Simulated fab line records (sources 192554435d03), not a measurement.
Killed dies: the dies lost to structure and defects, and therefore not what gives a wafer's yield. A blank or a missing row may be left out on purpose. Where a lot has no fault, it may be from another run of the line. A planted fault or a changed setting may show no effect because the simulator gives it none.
Which tool was responsible? :: flow n5_finfet :: 11 lots, 33 wafers sampled, at 2 steps of a route of 1938

## WHAT THE GAUGES READ, wafer by wafer
N5_BEOL_M11_OVL_MEAS_12.
lot: L076
measured: day 10 14:17
on: overlay-02
M11_OVL (nm): 0.8 -0.6 1.3

lot: L075
measured: day 11 11:31
on: overlay-02
M11_OVL (nm): 0.5 -0.7 -0.4

lot: L078
measured: day 11 17:26
on: overlay-02
M11_OVL (nm): 0.3 0.2 1.1

lot: L082
measured: day 12 11:43
on: overlay-02
M11_OVL (nm): 0.0 0.3 0.2

lot: L085
measured: day 12 19:20
on: overlay-02
M11_OVL (nm): -0.7 0.3 0.8

lot: L084
measured: day 13 19:59
on: overlay-02
M11_OVL (nm): 2.0 1.2 -0.6

lot: L086
measured: day 14 09:17
on: overlay-02
M11_OVL (nm): 0.8 -0.6 0.8

lot: L089
measured: day 14 13:37
on: overlay-01
M11_OVL (nm): 1.3 0.0 -0.3

lot: L091
measured: day 14 23:00
on: overlay-01
M11_OVL (nm): 0.0 0.8 1.4

lot: L094
measured: day 15 18:53
on: overlay-01
M11_OVL (nm): 0.2 1.7 0.8

lot: L096
measured: day 16 16:29
on: overlay-01
M11_OVL (nm): -0.4 0.7 -0.2

## EACH LOT AND THE TOOL THAT RAN IT (in order: tool; ch and the chambers of the sampled wafers; start)
lot: L076
N5_BEOL_M10_SPUTTER_48: pvd_sputter-01, day 10 11:58

lot: L075
N5_BEOL_M10_SPUTTER_48: pvd_sputter-02, day 11 07:40

lot: L078
N5_BEOL_M10_SPUTTER_48: pvd_sputter-01, day 11 13:38

lot: L082
N5_BEOL_M10_SPUTTER_48: pvd_sputter-01, day 12 08:02

lot: L085
N5_BEOL_M10_SPUTTER_48: pvd_sputter-02, day 12 16:09

lot: L084
N5_BEOL_M10_SPUTTER_48: pvd_sputter-03, day 13 12:44

lot: L086
N5_BEOL_M10_SPUTTER_48: pvd_sputter-02, day 14 06:53

lot: L089
N5_BEOL_M10_SPUTTER_48: pvd_sputter-03, day 14 09:40

lot: L091
N5_BEOL_M10_SPUTTER_48: pvd_sputter-01, day 14 18:25

lot: L094
N5_BEOL_M10_SPUTTER_48: pvd_sputter-03, day 15 13:41

lot: L096
N5_BEOL_M10_SPUTTER_48: pvd_sputter-01, day 16 12:44
- N5_BEOL_M10_SPUTTER_48: material Cu, target thk 12 nm, time 2 s.

## THE ANSWER, worked out from the rows above alone
Rule: what is usual is taken from the lots themselves. Put in order of their means at a reading, lots are off if they are a third of the lots or fewer, leave a main group of 4 or more, and stand apart from it by a gap of 3 or more times the standard deviation of the main group's means; of several such gaps the widest counts. Not used: any main group whose means are identical at the precision the tables above print for the reading. Also off: a lot with no number at a reading for which 4 or more lots have one. Any other lot the step has rows for is counted as sound.
Across all readings shown, no lot is off: no conclusion can be drawn from this.

## WHAT THE SIMULATOR HAD INSERTED
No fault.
